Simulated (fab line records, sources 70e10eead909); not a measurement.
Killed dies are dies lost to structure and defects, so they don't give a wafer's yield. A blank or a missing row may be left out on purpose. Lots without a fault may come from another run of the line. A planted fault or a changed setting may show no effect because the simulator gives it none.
Which tool did it? | flow nand_harc | 12 lots, 36 wafers sampled, at 5 steps of a route of 1302

WHAT THE GAUGES READ, wafer by wafer
NHARC_END_SORT_01. Usual: defect_limited_yield 92.9 %, standard deviation 2.4; killed_at_array 44, standard deviation 16; killed_at_other 0.6, standard deviation 1.1; killed_at_periphery 3.9, standard deviation 2.6; killed_dies 48, standard deviation 16; killed_open 3.1, standard deviation 1.9; killed_short 2.4, standard deviation 1.8; sort_bin_2_pct 2.6 %, standard deviation 1; sort_bin_3_pct 0.6 %, standard deviation 0.39; sort_bin_4_pct 4.0 %, standard deviation 1.4; sort_n_pass 629, standard deviation 16; sort_rim_yield_pct 89 %, standard deviation 4.3; sort_yield_pct 92.9 %, standard deviation 2.4.
lot  | measured     | on        | defect_limited_yield (%) | killed_at_array | killed_at_other | killed_at_periphery | killed_dies | killed_open | killed_short | sort_bin_2_pct (%) | sort_bin_3_pct (%) | sort_bin_4_pct (%) | sort_n_pass | sort_rim_yield_pct (%) | sort_yield_pct (%) | flag
L282 | day 30 08:07 | prober-02 | 0 0 90.8                 | 60 73 58        | 1 1 0           | 616 603 4           | 677 677 62  | 3 4 2       | 3 1 3        | 94.2 92.6 4.7      | 1.0 1.0 0.7        | 4.7 6.4 3.7        | 0 0 615     | 0 0 81                 | 0 0 90.8           | OFF
L285 | day 31 16:23 | prober-02 | 93.2 0 0.1               | 42 40 29        | 0 0 0           | 4 637 647           | 46 677 676  | 4 0 2       | 3 2 4        | 2.1 95.7 97.2      | 0.7 0.4 0.6        | 4.0 3.8 2.1        | 631 0 1     | 91 0 1                 | 93.2 0 0.1         | OFF

WHICH TOOL RAN EACH LOT (tool, then ch and the chambers of the sampled wafers, then the start)
lot  | NHARC_P_BONDPAD_ECD_18         | NHARC_THIN_TSV_PVD_19                   | NHARC_THIN_TSV_DESCUM_35           | NHARC_THIN_TSV_ETCH_59
L268 | ecd_cu-01 ch 0,1, day 6 17:39  | pvd_sputter-01, day 24 05:03 or earlier | rie_diel-09 ch 0,3, day 24 05:03   | rie_metal-03 ch 0,1, day 24 05:10
L272 | ecd_cu-02 ch 0, day 8 09:49    | pvd_sputter-01, day 25 08:46 or earlier | rie_diel-09 ch 0,2, day 25 08:46   | rie_metal-03 ch 0,1, day 25 08:56
L273 | ecd_cu-01 ch 0,1, day 8 16:38  | pvd_sputter-02, day 24 22:52 or earlier | rie_diel-08 ch 0,2,3, day 24 22:52 | rie_metal-02 ch 0,1, day 24 22:59
L275 | ecd_cu-02 ch 0,1, day 9 20:34  | pvd_sputter-02, day 27 05:50 or earlier | rie_diel-09 ch 0,1, day 27 05:50   | rie_metal-01 ch 0,1, day 27 05:59
L276 | ecd_cu-01 ch 0,1, day 9 20:56  | pvd_sputter-01, day 26 12:18 or earlier | rie_diel-05 ch 0,1,2, day 26 12:18 | rie_metal-03 ch 0,1, day 26 12:26
L277 | ecd_cu-01 ch 0,1, day 10 09:21 | pvd_sputter-03, day 27 19:13 or earlier | rie_diel-09 ch 0,1,2, day 27 19:13 | rie_metal-03 ch 0,1, day 27 19:21
L279 | ecd_cu-01 ch 0,1, day 11 09:45 | pvd_sputter-01, day 28 08:19 or earlier | rie_diel-05 ch 0,2, day 28 08:19   | rie_metal-03 ch 0,1, day 28 08:26
L280 | ecd_cu-01 ch 0,1, day 11 10:32 | pvd_sputter-02, day 28 09:38 or earlier | rie_diel-08 ch 1,2, day 28 09:38   | rie_metal-01 ch 0,1, day 28 09:49
L281 | ecd_cu-02 ch 0,1, day 12 04:44 | pvd_sputter-02, day 29 12:27 or earlier | rie_diel-08 ch 0,2,3, day 29 12:27 | rie_metal-02 ch 1, day 29 12:35
L282 | ecd_cu-01 ch 0,1, day 12 19:39 | pvd_sputter-01, day 29 23:20 or earlier | rie_diel-09 ch 0, day 29 23:20     | rie_metal-01 ch 1, day 29 23:33
L285 | ecd_cu-01 ch 0,1, day 13 16:39 | pvd_sputter-03, day 31 05:52 or earlier | rie_diel-09 ch 0, day 31 05:52     | rie_metal-01 ch 1, day 31 06:03
L290 | ecd_cu-02 ch 0,1, day 15 21:03 | pvd_sputter-02, day 33 02:14 or earlier | rie_diel-09 ch 0,1,2, day 33 02:14 | rie_metal-02 ch 0,1, day 33 02:22
- NHARC_P_BONDPAD_ECD_18: material Cu, target thk 400 nm.
- NHARC_THIN_TSV_PVD_19: deposits TaN, target thk 20 nm.
- NHARC_THIN_TSV_DESCUM_35: chemistry O2, time 3 s.
- NHARC_THIN_TSV_ETCH_59: etches the open film in Cl2/BCl3, target depth 880 nm, time 138.1 s.

WHAT THE TOOLS THEMSELVES READ (means of the sampled wafers that have a number; where no wafer has one, the mark that the record gives instead)
NHARC_THIN_TSV_PVD_19. Usual: throttle_valve_pct 30.3 %, standard deviation 1.3.
lot  | tool           | throttle_valve_pct (%) | flag
L268 | pvd_sputter-01 | 30.1                   |
L272 | pvd_sputter-01 | 29.0                   |
L273 | pvd_sputter-02 | 30.7                   |
L275 | pvd_sputter-02 | 30.0                   |
L276 | pvd_sputter-01 | 29.7                   |
L277 | pvd_sputter-03 | 30.2                   |
L279 | pvd_sputter-01 | 30.0                   |
L280 | pvd_sputter-02 | 30.2                   |
L281 | pvd_sputter-02 | 30.6                   |
L282 | pvd_sputter-01 | 28.4                   |
L285 | pvd_sputter-03 | 27.6                   |
L290 | pvd_sputter-02 | 30.4                   |

NHARC_THIN_TSV_DESCUM_35. Usual: drypump_motor_current_A 5.9 A, standard deviation 0.39; oes_product_au 1.005 a.u., standard deviation 0.0077; rf_vpp_V 57.6 V, standard deviation 0.95; showerhead_plenum_p_Torr 1.91 Torr, standard deviation 0.11; throttle_valve_pct 11.310 %, standard deviation 0.0096.
lot  | tool        | drypump_motor_current_A (A) | oes_product_au (a.u.) | rf_vpp_V (V) | showerhead_plenum_p_Torr (Torr) | throttle_valve_pct (%) | flag
L268 | rie_diel-09 | 6.0                         | 1.009                 | 58.3         | 1.97                            | 11.325                 |
L272 | rie_diel-09 | 5.6                         | 0.998                 | 57.6         | 1.92                            | 11.304                 |
L273 | rie_diel-08 | 5.9                         | 0.998                 | 56.8         | 1.90                            | 11.311                 |
L275 | rie_diel-09 | 5.9                         | 1.002                 | 57.2         | 1.80                            | 11.303                 |
L276 | rie_diel-05 | 5.8                         | 1.005                 | 57.4         | 1.93                            | 11.317                 |
L277 | rie_diel-09 | 5.7                         | 1.008                 | 57.4         | 1.86                            | 11.312                 |
L279 | rie_diel-05 | 5.6                         | 1.007                 | 58.1         | 1.96                            | 11.313                 |
L280 | rie_diel-08 | 6.5                         | 1.002                 | 58.0         | 1.91                            | 11.314                 |
L281 | rie_diel-08 | 5.9                         | 1.002                 | 56.6         | 1.90                            | 11.307                 |
L282 | rie_diel-09 | 5.6                         | 1.005                 | 57.4         | 1.78                            | 11.302                 |
L285 | rie_diel-09 | 5.6                         | 1.012                 | 57.4         | 1.78                            | 11.295                 |
L290 | rie_diel-09 | 5.7                         | 1.020                 | 57.6         | 1.86                            | 11.312                 |

NHARC_THIN_TSV_ETCH_59. Usual: drypump_motor_current_A 5.9 A, standard deviation 0.53; oes_product_au 1.000 a.u., standard deviation 0.0066; rf_fwd_power_W 897 W, standard deviation 3.1; throttle_valve_pct 22.265 %, standard deviation 0.0098.
lot  | tool         | drypump_motor_current_A (A) | oes_product_au (a.u.) | rf_fwd_power_W (W) | throttle_valve_pct (%) | flag
L268 | rie_metal-03 | 6.4                         | 1.001                 | 896                | 22.259                 |
L272 | rie_metal-03 | 6.2                         | 1.006                 | 897                | 22.275                 |
L273 | rie_metal-02 | 6.1                         | 1.005                 | 897                | 22.266                 |
L275 | rie_metal-01 | 5.2                         | 1.000                 | 896                | 22.269                 |
L276 | rie_metal-03 | 6.4                         | 0.999                 | 895                | 22.267                 |
L277 | rie_metal-03 | 6.2                         | 1.005                 | 897                | 22.262                 |
L279 | rie_metal-03 | 6.2                         | 1.001                 | 899                | 22.274                 |
L280 | rie_metal-01 | 5.2                         | 0.995                 | 892                | 22.282                 |
L281 | rie_metal-02 | 6.1                         | 1.005                 | 892                | 22.263                 |
L282 | rie_metal-01 | 5.4                         | 1.000                 | 898                | 22.269                 |
L285 | rie_metal-01 | 5.4                         | 0.997                 | 894                | 22.263                 |
L290 | rie_metal-02 | 6.1                         | 1.004                 | 898                | 22.256                 |

THE ANSWER, worked out from the rows above alone
Rule: a lot is off if the mean of its wafers that have a number lies more than 3 standard deviations from the usual mean. A lot without any number at a reading at which 4 lots or more have one is off too. The other lots that the step has rows for count as sound. The gauges are gone through in route order, then the tools' own readings, and for those a lot's mean is taken as printed above. The first step at which some lot is off is used, and at that step the reading that is off furthest; a lot without a number counts as furthest.
Off: L282, L285, at NHARC_END_SORT_01 (killed_at_periphery). Neither off nor sound, because the step has no rows for them: L268, L272, L273, L275, L276, L277, L279, L280, L281, L290.
A tool fits if, at a process step before that reading, it ran every lot that is off, and no sound lot after the first of them. The gauges at NHARC_END_SORT_01 are tried like those tools. NHARC_THIN_TSV_PVD_19 gives no start for some lots, so the hours and the order of its lots are those of NHARC_THIN_TSV_DESCUM_35. Can't be told from this: 4 tools fit, ecd_cu-01 at NHARC_P_BONDPAD_ECD_18, rie_diel-09 at NHARC_THIN_TSV_DESCUM_35, rie_metal-01 at NHARC_THIN_TSV_ETCH_59, prober-02 at NHARC_END_SORT_01.

WHAT THE SIMULATOR HAD PUT IN
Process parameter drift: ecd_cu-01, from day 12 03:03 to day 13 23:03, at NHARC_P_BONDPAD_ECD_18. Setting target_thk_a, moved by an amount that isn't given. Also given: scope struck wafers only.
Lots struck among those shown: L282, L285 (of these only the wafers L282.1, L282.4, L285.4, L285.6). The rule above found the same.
